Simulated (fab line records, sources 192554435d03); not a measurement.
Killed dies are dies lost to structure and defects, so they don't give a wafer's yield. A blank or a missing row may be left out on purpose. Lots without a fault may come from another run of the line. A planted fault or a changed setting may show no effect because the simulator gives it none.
fab line records | flow n5_finfet
record lots=4 wafers=12 last_day=18
route steps=1938 shown BEOL_M4@1099 BEOL_M5@1112 PASSIVATION@1936
lots that met no fault: from a run of the same line without faults
start_h: hours from the record's first day to the start of the lot's first wafer shown | wait_h: hours since the lot's step before | " the same as in the row above | L1.1+2: a row that stands for several wafers | - no value, or no start given | * or withheld: withheld | < > ~ a bound
route shown NAME@n: a module of which the file shows steps, and the number in the route of the first | usual: mean/standard deviation of fault-free wafers | same: alike in all rows | chamber/n: place in a boat | sites: the reading at each site | _std_site: their standard deviation | _edge_site: outer sites' mean less inner sites' | radius_mm: how far each site lies from the wafer's centre | mask NAME#n: copy n | behind: the tool/chamber that last shaped the wafer | hold: why the lot was held/for how many hours/how that ended | device: the transistor (n, p or np) that didn't switch | end of line: the same wafers' tests at the end of the route | a step without rows: its recipe alone | killed: dies lost to structure and defects at the first sort, not the wafer's yield | map: a wafer's dies, x killed, . not, _ none there
set.NAME: the setting as run; set.NAME@STEP: as run at that earlier step | model.NAME: the simulator's own value behind a step, which no gauge read
lots at some steps of the route; a table a step, a row a wafer
services: from which hour (start_h, from the record's first day; less than 0 if before it) a tool's chamber was out of use, for how many hours, and why
## steps
# step N5_BEOL_M4_ANNEAL_95
# recipe temp_c=400 time_s=240 ambient=vacuum
# step N5_BEOL_M4_SPUTTER_96
# recipe material=Cu target_thk_a=45 temp_c=-20 chamber_pressure_pa=0.07 power_w=withheld time_s=8.29
# step N5_BEOL_M4_ECD_50
# recipe material=Cu target_thk_a=3000
# step N5_BEOL_M4_ANNEAL_51
# recipe temp_c=225 time_s=90 ambient=N2
# step N5_BEOL_M4_CMP_52
# recipe stop_on=SiOC t_overpolish_s=6.8 down_force_psi=1 platen_rpm=50 clearing_platen_down_force_psi=1.5 clearing_platen_rpm=50 post_cmp_clean=cu_alkaline target_thk_nm=40 clearing_platen_pad_velocity_m_s=0.99484 pad_velocity_m_s=0.99484
# step N5_BEOL_M4_PRE_CLEAN_60
# recipe gas=NH3/H2 time_s=15 temp_c=* rf_power_w=300
# step N5_BEOL_M4_CO_CAP_55
# recipe material=Co target_thk_a=20 temp_c=200 precursor=CCTBA/H2 pressure_torr=30 time_s=102.1
# step N5_BEOL_M4_PRE_CLEAN_56
# recipe gas=NH3 time_s=15 temp_c=withheld rf_power_w=300
# step N5_BEOL_M4_DEP_57
# recipe material=SiCN target_thk_a=80 temp_c=withheld precursor=3MS/NH3 pressure_torr=3 rf_w=202 time_s=14
# step N5_BEOL_M4_RC_MEAS_101
# usual DIBL_N=36.5/1.2 DIBL_P=36.5/1.6 IOFF_N=0.162/0.023 IOFF_P=0.221/0.03 ION_N=678/8 ION_P=466/6.3 SS_N=71.6/0.46 SS_P=73.3/0.57 VT_N=249.2/2.6 VT_P=-249/3.3
# columns lot.wafer tool chamber start_h wait_h DIBL_N[mV/V] DIBL_P[mV/V] IOFF_N[nA/um] IOFF_P[nA/um] ION_N[uA/um] ION_P[uA/um] SS_N[mV/dec] SS_P[mV/dec] VT_N[mV] VT_P[mV]
L821.2 prober-02 0 241.81 0.2 36.1 37.7 0.176 0.214 678 462 71.6 73.2 246.9 -251
L821.4 " 0 " " 36.2 38.1 0.173 0.215 675 465 71.0 73.8 247.8 -251
L821.6 " 0 " " 37.6 39.6 0.207 0.251 683 460 71.3 74.2 245.9 -246
L819.3 prober-02 0 242.90 0.7 34.9 34.3 0.117 0.179 663 461 70.9 73.0 256.9 -254
L819.5 " 0 " " 36.3 36.4 0.145 0.200 669 463 71.2 73.1 251.3 -253
L819.6 " 0 " " 36.0 36.1 0.139 0.198 678 465 71.0 73.7 251.1 -252
L835.3 prober-01 0 324.04 0.3 37.6 41.0 0.226 0.292 692 478 72.8 73.8 243.8 -244
L835.4 " 0 " " 34.6 37.4 0.157 0.224 685 474 71.3 73.6 246.7 -248
L835.6 " 0 " " 34.3 36.7 0.150 0.209 679 464 72.0 72.6 247.5 -249
L834.2 prober-01 0 325.84 0.2 35.2 35.3 0.146 0.186 676 460 71.1 72.7 249.7 -253
L834.3 " 0 " " 35.0 34.9 0.140 0.182 686 462 71.2 72.3 250.2 -253
L834.5 " 0 " " 37.0 37.6 0.172 0.231 681 468 71.4 73.8 246.7 -250
# step N5_BEOL_M5_ILD_DEP_00
# recipe material=SiCOH_lowk target_thk_a=1406.4 temp_c=300 precursor=DEMS/porogen pressure_torr=5 rf_w=500 time_s=25.9
# step N5_BEOL_M5_CURE_79
# recipe temp_c=385 time_s=240 ambient=He/Ar material=SiCOH_lowk
# step N5_BEOL_M5_PECVD_70
# recipe material=SiO2 target_thk_a=160 temp_c=400 precursor=TEOS/O2 pressure_torr=5.5 rf_w=450 teos_flow_sccm=53.8 gas=O2 flow_sccm=3000 time_s=18
# step N5_BEOL_M5_HM_DEP_02
# recipe material=TiN target_thk_a=200 temp_c=25 chamber_pressure_pa=0.49996
# step N5_BEOL_M5_COAT_59
# recipe resist=SOC temp_c=250 time_s=60 spin_rpm=1500 resist_thk_nm=60
# step N5_BEOL_M5_COAT_60
# recipe resist=SiARC temp_c=220 time_s=60 spin_rpm=1500 resist_thk_nm=12
# step N5_BEOL_M5_COAT_71
# recipe resist=underlayer temp_c=205 time_s=60 spin_rpm=1500 resist_thk_nm=5
# step N5_BEOL_M5_COAT_05
# recipe resist=CAR-EUV spin_rpm=1500 resist_thk_nm=30
# step N5_BEOL_M5_EBR_07
# recipe solvent=PGMEA ebr_width_mm=1.5
# step N5_BEOL_M5_SOFTBAKE_06
# recipe temp_c=110 time_s=60 resist=CAR-EUV
# step N5_BEOL_M5_EXPOSE_08
# recipe mask_id=M5 na=0.33 source_shape=annular sigma_inner=0.4 sigma_outer=0.8 polarization=unpolarized target_cd_nm=28 dose_mj=35.75
# step N5_BEOL_M5_PEB_09
# recipe peb_temp_c=100 peb_time_s=60 resist=CAR-EUV
# step N5_BEOL_M5_DEVELOP_10
# recipe develop_time_s=30 developer=TMAH resist=CAR-EUV rinse_liquid=surfactant_rinse dry=air_spin dev_temp_c=23
# step N5_BEOL_M5_DESCUM_16
# recipe chemistry=O2 time_s=7 source_power_w=50 bias_power_w=20 pressure_mtorr=20 rf_frequency_hz=2.712e+07 temp_c=40 resist=CAR-EUV o2_flow_sccm=225
# step N5_BEOL_M5_ETCH_72
# recipe chemistry=N2/H2 target=underlayer target_depth_a=65 mask_material=CAR-EUV time_s=5.2 ion_energy_ev=200 pressure_mtorr=30 source_w=840 bias_w=150 n2_flow_sccm=200 h2_flow_sccm=200 ends=cleared
# step N5_BEOL_M5_ETCH_61
# recipe chemistry=CF4 target=SiARC target_depth_a=156 mask_material=CAR-EUV time_s=26 ion_energy_ev=80 pressure_mtorr=40 source_w=545 bias_w=36 Ar_flow_sccm=100 cf4_flow_sccm=100 ends=cleared
# step N5_BEOL_M5_ETCH_62
# recipe chemistry=N2/H2 target=SOC target_depth_a=750 overetch_a=150 mask_material=SiARC temp_c=40 time_s=112.5 ion_energy_ev=200 pressure_mtorr=30 source_w=840 bias_w=150 n2_flow_sccm=200 h2_flow_sccm=200
# step N5_BEOL_M5_STRIP_63
# recipe chemistry=N2/H2 temp_c=40 n2_flow_sccm=200 h2_flow_sccm=200 rf_frequency_hz=6e+07
# step N5_BEOL_M5_STRIP_73
# recipe chemistry=N2/H2 temp_c=40 n2_flow_sccm=200 h2_flow_sccm=200 rf_frequency_hz=6e+07
# step N5_BEOL_M5_STRIP_64
# recipe chemistry=CF4 resist=SiARC power_w=300 bias_power_w=75 pressure_mtorr=50 cf4_flow_sccm=150 rf_frequency_hz=6e+07
# step N5_BEOL_M5_HM_OPEN_17
# recipe chemistry=Cl2/BCl3 target_depth_a=200 overetch_a=60 target=TiN mask_material=SOC ion_energy_ev=150 pressure_mtorr=10 icp_w=1000 bias_w=126 Cl2_flow_sccm=53.25 bcl3_flow_sccm=21.75 Ar_flow_sccm=25
# step N5_BEOL_M5_STRIP_19
# recipe chemistry=O2 power_w=400 temp_c=40 pressure_mtorr=30 rf_frequency_hz=6e+07 bias_power_w=0 overash_fraction=0.2 o2_flow_sccm=225
# usual bias_power_w=0/0 chamber_pressure_mTorr=30.001/0.026 drypump_motor_current_A=5.8/0.4 oes_product_au=0.78/0.087 rf_vpp_V=3.7/0.49 showerhead_plenum_p_Torr=2.08/0.061 temp_c=39.99/0.11 throttle_valve_pct=16.74/0.2
# columns lot.wafer tool chamber start_h wait_h bias_power_w chamber_pressure_mTorr drypump_motor_current_A oes_product_au rf_hours_counter_h rf_vpp_V showerhead_plenum_p_Torr temp_c throttle_valve_pct model.SOC_of_BEOL_M5_COAT_59.thk_nm
L821.2 rie_diel-05 3 245.57 0.1 - - - - - - - - - 52
L821.4 " 2 " " - - - - - - - - - 51.8
L821.6 " 1 " " - - - - - - - - - 52
L819.3 rie_diel-02 0 245.65 0.1 - - - - - - - - - 52.2
L819.5 " 1 " " - - - - - - - - - 52
L819.6 " 2 " " - - - - - - - - - 52.2
L835.3 rie_diel-05 3 327.61 0.1 0 29.989 6.4 0.72 186 3.4 2.08 39.89 16.99 0
L835.4 " 3 " " 0 30.016 6.4 0.73 - 3.8 2.08 39.95 17.00 0
L835.6 " 1 " " 0 30.029 5.4 0.84 - 4.6 2.13 39.84 16.46 0
L834.2 rie_diel-05 3 333.10 0.2 0 29.976 6.4 0.72 190 4.6 2.07 40.02 17.01 0
L834.3 " 2 " " 0 29.988 6.2 0.88 49 3.6 2.04 39.85 16.64 0
L834.5 " 1 " " 0 29.974 5.3 0.84 - 3.8 2.13 40.20 16.47 0
# step N5_BEOL_M5_COAT_65
# recipe resist=SOC temp_c=250 time_s=60 spin_rpm=1500 resist_thk_nm=60
# step N5_BEOL_M5_COAT_66
# recipe resist=SiARC temp_c=220 time_s=60 spin_rpm=1500 resist_thk_nm=12
# step N5_BEOL_M5_ETCH_68
# recipe chemistry=N2/H2 target=SOC target_depth_a=800 overetch_a=160 mask_material=SiARC temp_c=40 time_s=120 ion_energy_ev=200 pressure_mtorr=30 source_w=840 bias_w=150 n2_flow_sccm=200 h2_flow_sccm=200
# usual drypump_motor_current_A=5.8/0.43 oes_product_au=0.60/0.064 rf_vpp_V=523.1/2.3 showerhead_plenum_p_Torr=2.51/0.077 temp_c=40.01/0.11 throttle_valve_pct=17.90/0.2
# columns lot.wafer tool chamber start_h wait_h drypump_motor_current_A oes_product_au rf_hours_counter_h rf_vpp_V showerhead_plenum_p_Torr temp_c throttle_valve_pct model.etch.depth_nm
L821.2 rie_diel-05 0 246.29 0.0 5.8 0.67 222 522.8 2.51 39.84 17.75 91.78
L821.4 " 2 " " 6.2 0.93 19 523.3 2.49 39.92 17.71 97.18
L821.6 " 2 " " 6.2 0.92 - 523.5 2.49 40.07 17.73 96.82
L819.3 rie_diel-03 0 246.34 0.0 5.9 0.79 109 528.4 2.67 39.99 18.01 95.15
L819.5 " 2 " " 5.7 0.68 - 520.4 2.42 39.95 17.97 94.37
L819.6 " 1 " " 5.8 0.71 - 523.5 2.52 39.79 18.32 93.99
L835.3 rie_diel-05 1 330.21 0.0 5.4 0.64 79 524.8 2.58 39.94 17.67 59.81
L835.4 " 3 " " 6.4 0.56 - 523.7 2.52 40.09 18.15 59.85
L835.6 " 1 " " 5.3 0.63 - 523.5 2.58 39.98 17.65 59.9
L834.2 rie_diel-05 1 336.66 0.0 5.4 0.63 83 524.8 2.57 39.93 17.67 60.3
L834.3 " 3 " " 6.4 0.56 193 524.4 2.52 40.14 18.15 60.2
L834.5 " 3 " " 6.4 0.56 - 524.2 2.52 40.08 18.17 60.23
# step N5_PASSIVATION_PROBE_49
# usual defect_limited_yield=91.2/1.3 killed_at_M0_to_M3=34/9.2 killed_at_M4_up=14/5 killed_at_contacts=13/6.7 killed_at_front_end=39/12 killed_at_other=4/3.3 killed_dies=104/15 killed_on_rim=14/3.7 killed_open=68/12 killed_short=34/7.5 sort_bin_5_function=5.2/0.87 sort_bin_6_memory=3.3/0.63 sort_n_pass=1076/15 sort_yield_pct=91.2/1.3
# same gross_dies=1180 killed_at_back_side=0 sort_bin_4_leakage[%]=0 sort_bin_8_speed[%]=0
# columns lot.wafer tool chamber start_h wait_h defect_limited_yield[%] killed_at_M0_to_M3 killed_at_M4_up killed_at_contacts killed_at_front_end killed_at_other killed_dies killed_on_rim killed_open killed_short sort_bin_5_function[%] sort_bin_6_memory[%] sort_n_pass sort_yield_pct[%]
L819.3 prober-01 - 341.68 0.3 0 24 1106 20 28 2 1180 152 56 29 96.2 3.6 0 0
L819.5 prober-01 - 341.78 0.4 0 37 1103 16 18 6 1180 152 54 33 96.9 2.9 0 0
L819.6 prober-01 - 341.83 0.5 0 17 1128 10 18 7 1180 152 41 22 96.1 3.6 0 0
L821.2 prober-02 - 348.86 0.1 0 39 1104 7 22 8 1180 152 57 33 95.4 4.2 0 0
L821.4 prober-02 - 348.96 0.2 0.2 42 1072 27 35 2 1178 152 93 38 95.0 4.6 2 0.2
L821.6 prober-02 - 349.06 0.3 0 35 1095 7 36 7 1180 152 74 27 95.5 4.1 0 0
L835.3 prober-02 - 438.13 0.6 91.0 31 9 17 38 11 106 18 74 31 5.5 3.1 1074 91.0
L835.4 prober-02 - 438.18 0.6 89.7 34 14 17 43 13 121 17 74 43 5.8 4.2 1059 89.7
L835.6 prober-02 - 438.28 0.7 90.2 54 17 17 27 1 116 19 74 34 5.2 4.0 1064 90.2
# killed by level:class
L819.3 BEOL_M5:area_etch=1071 BEOL_M5:plasma_strip_residue=24 MOL_CONTACT_COAG:geometric_particle:open=16 FIN_SAQP:geometric_particle:short=9 BEOL_M2:geometric_particle:open=5 BEOL_M3:geometric_particle:open=5 BEOL_M4:geometric_particle:open=5 GATE_CUT:geometric_particle:open=4
L819.5 BEOL_M5:area_etch=1075 BEOL_M5:plasma_strip_residue=17 MOL_CONTACT_COAG:geometric_particle:open=11 BEOL_M0_SAQP:geometric_particle:open=9 BEOL_M3:geometric_particle:open=8 FIN_SAQP:geometric_particle:open=5 FIN_SAQP:geometric_particle:short=5 BEOL_M4:geometric_particle:open=5
L819.6 BEOL_M5:area_etch=1084 BEOL_M5:plasma_strip_residue=33 MOL_CONTACT_COAG:geometric_particle:open=8 BEOL_M3:geometric_particle:open=8 FIN_SAQP:geometric_particle:short=6 BEOL_M4:geometric_particle:open=4 FIN_SAQP:geometric_particle:open=2 STI_FIN_REVEAL:geometric_particle:open=2
L821.2 BEOL_M5:area_etch=1065 BEOL_M5:plasma_strip_residue=25 BEOL_M0_SAQP:geometric_particle:open=10 BEOL_M0_SAQP:geometric_particle:short=8 BEOL_M2:geometric_particle:open=8 BEOL_M5:geometric_particle:open=6 STARTING-WAFER:geometric_particle:short=6 MOL_CONTACT_COAG:geometric_particle:open=5
L821.4 BEOL_M5:area_etch=1023 BEOL_M5:plasma_strip_residue=23 MOL_CONTACT_COAG:geometric_particle:open=18 STI_FIN_REVEAL:geometric_particle:open=13 BEOL_M4:geometric_particle:open=10 MOL_CONTACT_COAG:geometric_particle:short=9 BEOL_M0_SAQP:geometric_particle:open=9 BEOL_M3:geometric_particle:open=8
L821.6 BEOL_M5:area_etch=1051 BEOL_M5:plasma_strip_residue=26 BEOL_M2:geometric_particle:open=13 STI_FIN_REVEAL:geometric_particle:open=12 GATE_CUT:geometric_particle:open=7 MOL_CONTACT_COAG:geometric_particle:open=7 BEOL_M4:geometric_particle:open=6 BEOL_M0_SAQP:geometric_particle:open=5
L835.3 MOL_CONTACT_COAG:geometric_particle:open=14 BEOL_M2:geometric_particle:open=10 FIN_SAQP:geometric_particle:short=9 DUMMY_GATE:geometric_particle:open=9 BEOL_M0_SAQP:geometric_particle:open=7 BEOL_M3:geometric_particle:open=6 STI_FIN_REVEAL:geometric_particle:open=4 FIN_SAQP:geometric_particle:open=3
L835.4 MOL_CONTACT_COAG:geometric_particle:open=16 FIN_SAQP:geometric_particle:short=14 BEOL_M2:geometric_particle:open=12 BEOL_M4:geometric_particle:open=9 DUMMY_GATE:geometric_particle:open=7 PASS1_CAP:geometric_particle:open=6 GATE_CUT:geometric_particle:short=5 BEOL_M3:geometric_particle:open=5
L835.6 MOL_CONTACT_COAG:geometric_particle:open=15 BEOL_M2:geometric_particle:open=13 BEOL_M3:geometric_particle:open=11 BEOL_M0_SAQP:geometric_particle:short=11 FIN_SAQP:geometric_particle:short=10 BEOL_M0_SAQP:geometric_particle:open=8 FIN_SAQP:geometric_particle:open=4 BEOL_M1:geometric_particle:open=4
# map L819.3 (x killed, . not)
_________________xxxxxxxxxxxx________________
______________xxxxxxxxxxxxxxxxxx_____________
___________xxxxxxxxxxxxxxxxxxxxxxxx__________
__________xxxxxxxxxxxxxxxxxxxxxxxxxx_________
________xxxxxxxxxxxxxxxxxxxxxxxxxxxxxx_______
_______xxxxxxxxxxxxxxxxxxxxxxxxxxxxxxxx______
______xxxxxxxxxxxxxxxxxxxxxxxxxxxxxxxxxx_____
_____xxxxxxxxxxxxxxxxxxxxxxxxxxxxxxxxxxxx____
____xxxxxxxxxxxxxxxxxxxxxxxxxxxxxxxxxxxxxx___
___xxxxxxxxxxxxxxxxxxxxxxxxxxxxxxxxxxxxxxxx__
___xxxxxxxxxxxxxxxxxxxxxxxxxxxxxxxxxxxxxxxx__
__xxxxxxxxxxxxxxxxxxxxxxxxxxxxxxxxxxxxxxxxxx_
__xxxxxxxxxxxxxxxxxxxxxxxxxxxxxxxxxxxxxxxxxx_
_xxxxxxxxxxxxxxxxxxxxxxxxxxxxxxxxxxxxxxxxxxxx
_xxxxxxxxxxxxxxxxxxxxxxxxxxxxxxxxxxxxxxxxxxxx
_xxxxxxxxxxxxxxxxxxxxxxxxxxxxxxxxxxxxxxxxxxxx
_xxxxxxxxxxxxxxxxxxxxxxxxxxxxxxxxxxxxxxxxxxxx
_xxxxxxxxxxxxxxxxxxxxxxxxxxxxxxxxxxxxxxxxxxxx
_xxxxxxxxxxxxxxxxxxxxxxxxxxxxxxxxxxxxxxxxxxxx
_xxxxxxxxxxxxxxxxxxxxxxxxxxxxxxxxxxxxxxxxxxxx
_xxxxxxxxxxxxxxxxxxxxxxxxxxxxxxxxxxxxxxxxxxxx
__xxxxxxxxxxxxxxxxxxxxxxxxxxxxxxxxxxxxxxxxxx_
__xxxxxxxxxxxxxxxxxxxxxxxxxxxxxxxxxxxxxxxxxx_
___xxxxxxxxxxxxxxxxxxxxxxxxxxxxxxxxxxxxxxxx__
___xxxxxxxxxxxxxxxxxxxxxxxxxxxxxxxxxxxxxxxx__
____xxxxxxxxxxxxxxxxxxxxxxxxxxxxxxxxxxxxxx___
_____xxxxxxxxxxxxxxxxxxxxxxxxxxxxxxxxxxxx____
______xxxxxxxxxxxxxxxxxxxxxxxxxxxxxxxxxx_____
_______xxxxxxxxxxxxxxxxxxxxxxxxxxxxxxxx______
________xxxxxxxxxxxxxxxxxxxxxxxxxxxxxx_______
__________xxxxxxxxxxxxxxxxxxxxxxxxxx_________
___________xxxxxxxxxxxxxxxxxxxxxxxx__________
______________xxxxxxxxxxxxxxxxxx_____________
_________________xxxxxxxxxxxx________________
# map L821.2 (x killed, . not)
_________________xxxxxxxxxxxx________________
______________xxxxxxxxxxxxxxxxxx_____________
___________xxxxxxxxxxxxxxxxxxxxxxxx__________
__________xxxxxxxxxxxxxxxxxxxxxxxxxx_________
________xxxxxxxxxxxxxxxxxxxxxxxxxxxxxx_______
_______xxxxxxxxxxxxxxxxxxxxxxxxxxxxxxxx______
______xxxxxxxxxxxxxxxxxxxxxxxxxxxxxxxxxx_____
_____xxxxxxxxxxxxxxxxxxxxxxxxxxxxxxxxxxxx____
____xxxxxxxxxxxxxxxxxxxxxxxxxxxxxxxxxxxxxx___
___xxxxxxxxxxxxxxxxxxxxxxxxxxxxxxxxxxxxxxxx__
___xxxxxxxxxxxxxxxxxxxxxxxxxxxxxxxxxxxxxxxx__
__xxxxxxxxxxxxxxxxxxxxxxxxxxxxxxxxxxxxxxxxxx_
__xxxxxxxxxxxxxxxxxxxxxxxxxxxxxxxxxxxxxxxxxx_
_xxxxxxxxxxxxxxxxxxxxxxxxxxxxxxxxxxxxxxxxxxxx
_xxxxxxxxxxxxxxxxxxxxxxxxxxxxxxxxxxxxxxxxxxxx
_xxxxxxxxxxxxxxxxxxxxxxxxxxxxxxxxxxxxxxxxxxxx
_xxxxxxxxxxxxxxxxxxxxxxxxxxxxxxxxxxxxxxxxxxxx
_xxxxxxxxxxxxxxxxxxxxxxxxxxxxxxxxxxxxxxxxxxxx
_xxxxxxxxxxxxxxxxxxxxxxxxxxxxxxxxxxxxxxxxxxxx
_xxxxxxxxxxxxxxxxxxxxxxxxxxxxxxxxxxxxxxxxxxxx
_xxxxxxxxxxxxxxxxxxxxxxxxxxxxxxxxxxxxxxxxxxxx
__xxxxxxxxxxxxxxxxxxxxxxxxxxxxxxxxxxxxxxxxxx_
__xxxxxxxxxxxxxxxxxxxxxxxxxxxxxxxxxxxxxxxxxx_
___xxxxxxxxxxxxxxxxxxxxxxxxxxxxxxxxxxxxxxxx__
___xxxxxxxxxxxxxxxxxxxxxxxxxxxxxxxxxxxxxxxx__
____xxxxxxxxxxxxxxxxxxxxxxxxxxxxxxxxxxxxxx___
_____xxxxxxxxxxxxxxxxxxxxxxxxxxxxxxxxxxxx____
______xxxxxxxxxxxxxxxxxxxxxxxxxxxxxxxxxx_____
_______xxxxxxxxxxxxxxxxxxxxxxxxxxxxxxxx______
________xxxxxxxxxxxxxxxxxxxxxxxxxxxxxx_______
__________xxxxxxxxxxxxxxxxxxxxxxxxxx_________
___________xxxxxxxxxxxxxxxxxxxxxxxx__________
______________xxxxxxxxxxxxxxxxxx_____________
_________________xxxxxxxxxxxx________________
## services
# columns tool chamber start_h hours kind
rie_diel-05 3 227.96 6.0 repair
rie_diel-05 1 229.85 2.6 repair
rie_diel-02 - 241.35 2.8 pm
rie_diel-05 0 249.90 1.2 repair
rie_diel-02 3 250.98 4.4 repair
rie_diel-03 3 251.86 6.5 repair
rie_diel-05 2 281.14 7.1 repair
rie_diel-02 0 294.77 12.3 repair
rie_diel-03 1 312.30 15.5 repair
rie_diel-05 3 315.21 3.1 repair
rie_diel-05 0 321.37 - clean
rie_diel-05 0 321.37 - consumable_replace:focus_ring
rie_diel-05 0 321.37 26.0 scheduled_down
rie_diel-05 0 321.37 26.0 vent_cycle
rie_diel-02 2 322.19 4.5 repair
rie_diel-03 - 327.21 28.1 pm
rie_diel-05 - 329.22 0.3 repair
rie_diel-02 - 332.96 1.8 repair
## key
first_sign step=N5_BEOL_M5_STRIP_19 reading=tool_record direction=missing
effect step=N5_BEOL_M5_ETCH_68 reading=oes_product_au direction=up sigmas=2.9 usual=0.60 struck=0.79
effect step=N5_PASSIVATION_PROBE_49 reading=killed_at_M4_up direction=up sigmas=99+ usual=14 struck=1101
model_effect step=N5_BEOL_M5_STRIP_19 value=SOC_of_BEOL_M5_COAT_59.thk_nm without=0 struck=52.03
model_effect step=N5_BEOL_M5_ETCH_68 value=etch.depth_nm without=59.77 struck=94.88
more_kills_born_at N5_BEOL_M5_ETCH_68@rie_diel-03=3230 N5_BEOL_M5_ETCH_68@rie_diel-05=3139
met_at N5_BEOL_M5_STRIP_19
struck_wafers L819.3,L819.5,L819.6,L821.2,L821.4,L821.6
later_rows_left_out L819.3,L819.5,L819.6,L821.2,L821.4,L821.6
fault kind=skipped_step_whole tool=rie_diel-02,rie_diel-05 chamber=- onset_h=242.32 steps=N5_BEOL_M5_STRIP_19 scope=struck_lots_only
# later_rows_left_out: the simulator's readings of these wafers behind a module that went badly wrong aren't trusted and aren't shown, but for the sort
